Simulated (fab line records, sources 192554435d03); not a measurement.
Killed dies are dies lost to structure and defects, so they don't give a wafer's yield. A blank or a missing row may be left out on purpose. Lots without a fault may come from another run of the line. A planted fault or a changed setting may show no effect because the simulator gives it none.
Split-lot experiment | flow n5_finfet | 7 lots, 21 wafers read, on a route of 1938 steps

THE SPLIT
At N5_BEOL_M5_TRENCH_ETCH_37 (etches SiCOH lowk in C4F6/O2, target depth 71.652 nm, time 24.7 s), the setting time_s was moved away from the recipe's 24.7 s on 10 of the 21 wafers read, by -18.7% to +19.4%. The other wafers ran this setting at the recipe's value.

FROM THE SPLIT TO THE READING: what the file shows between them, 2 steps
- N5_BEOL_M5_ETCH_41: etches SiCN in CH3F/O2, target depth 31.5 nm, time 56.7 s
- N5_BEOL_M5_STRIP_91: strips in N2/H2, time 10 s

THE READING
trench_depth_nm, in nm, at N5_BEOL_M5_OCD_MEAS_38. Fault-free wafers of this fab line usually give 71.0 nm, standard deviation 1.1 nm.

wafer  | tool, chamber at the split | time_s as run, s | against the recipe | trench_depth_nm, nm | against lot-mates on the recipe
L081.2 | rie_diel-05, 2             | 24.7             | recipe             | 71.8                | -
L081.4 | rie_diel-05, 3             | 22.66            | -8.3%              | 64.3                | -7.5
L081.5 | rie_diel-05, 2             | 22.66            | -8.3%              | 65.8                | -6.0
L083.2 | rie_diel-05, 2             | 24.7             | recipe             | 71.3                | -
L083.3 | rie_diel-05, 1             | 24.7             | recipe             | 71.3                | -
L083.6 | rie_diel-05, 3             | 24.7             | recipe             | 69.5                | -
L082.2 | rie_diel-06, 0             | 24.7             | recipe             | 70.0                | -
L082.3 | rie_diel-06, 1             | 24.7             | recipe             | 70.7                | -
L082.5 | rie_diel-06, 3             | 24.7             | recipe             | 70.4                | -
L086.1 | rie_diel-05, 2             | 26.94            | +9.1%              | 76.8                | no lot-mate on the recipe
L086.3 | rie_diel-05, 0             | 26.94            | +9.1%              | 77.3                | no lot-mate on the recipe
L086.5 | rie_diel-05, 0             | 26.94            | +9.1%              | 76.5                | no lot-mate on the recipe
L087.1 | rie_diel-05, 0             | 29.5             | +19.4%             | 83.6                | +13.8
L087.4 | rie_diel-05, 2             | 29.5             | +19.4%             | 84.0                | +14.2
L087.5 | rie_diel-05, 0             | 24.7             | recipe             | 69.8                | -
L092.1 | rie_diel-06, 1             | 20.07            | -18.7%             | 57.2                | -15.2
L092.2 | rie_diel-06, 2             | 24.7             | recipe             | 72.4                | -
L092.5 | rie_diel-06, 2             | 20.07            | -18.7%             | 58.4                | -14.0
L096.1 | rie_diel-05, 0             | 24.7             | recipe             | 69.6                | -
L096.2 | rie_diel-05, 2             | 22.67            | -8.2%              | 65.1                | -5.2
L096.3 | rie_diel-05, 1             | 24.7             | recipe             | 70.9                | -

THE FIT
A straight line over all 21 wafers: trench_depth_nm changes by +0.681 nm for each +1% of time_s; r = +0.99; the points scatter about the line by 0.77 nm.
The same after taking each lot's own level away (the mean of its wafers on the recipe; 18 wafers): +0.747 nm for each +1%; r = +1.00; scatter 0.7 nm.
On that fit, the largest move of time_s shifts the reading by 15 nm.
The lots' own levels span 69.80 to 72.40 nm, that is 2.4 times the standard deviation above.
So the lot-to-lot level changes the slope little: the two slopes agree.
Check: with one of the wafers moved furthest among these (+19.4%) left out of the fit, the line predicts +14.7 nm for it against its lot-mates. It came out at +13.8 nm against them.

OTHER SPLITS ON THESE WAFERS
These wafers also went through other splits before the reading. Each is held against what the fit with the lots' levels taken away leaves over:
other split on the same wafers   | wafers away from the commonest value | r with trench_depth_nm (lot level and that fit taken away)
N5_BEOL_M2_SPUTTER_94 time_s     | 9                                    | -0.15
N5_BEOL_M4_COAT_05 spin_rpm      | 5                                    | +0.18
N5_BEOL_M4_DESCUM_16 time_s      | 8                                    | -0.33
N5_BEOL_M4_DESCUM_33 time_s      | 7                                    | +0.31
N5_BEOL_M4_TRENCH_ETCH_37 time_s | 7                                    | -0.66
N5_BEOL_M5_COAT_74 spin_rpm      | 8                                    | -0.17

THE WHOLE CHAIN: every reading that the file lists as answering this split, in the file's order
step                      | what it does                                                      | reading                                                                   | change (the file's fit)               | r (the file's)
N5_BEOL_M5_TRENCH_ETCH_37 | etches SiCOH lowk in C4F6/O2, target depth 71.652 nm, time 24.7 s | BEOL_M5.feature_depth_nm (the simulator's own value, which no gauge read) | +0.726 nm for each +1% of the setting | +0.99
N5_BEOL_M5_TRENCH_ETCH_37 | etches SiCOH lowk in C4F6/O2, target depth 71.652 nm, time 24.7 s | etch.depth_nm (the simulator's own value, which no gauge read)            | +0.726 nm for each +1% of the setting | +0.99
N5_BEOL_M5_OCD_MEAS_38    |                                                                   | trench_depth_nm                                                           | +0.744 nm for each +1% of the setting | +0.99

THE FILE'S OWN FIT
trench_depth_nm changes by +0.744 nm for each +1% of time_s, r = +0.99.
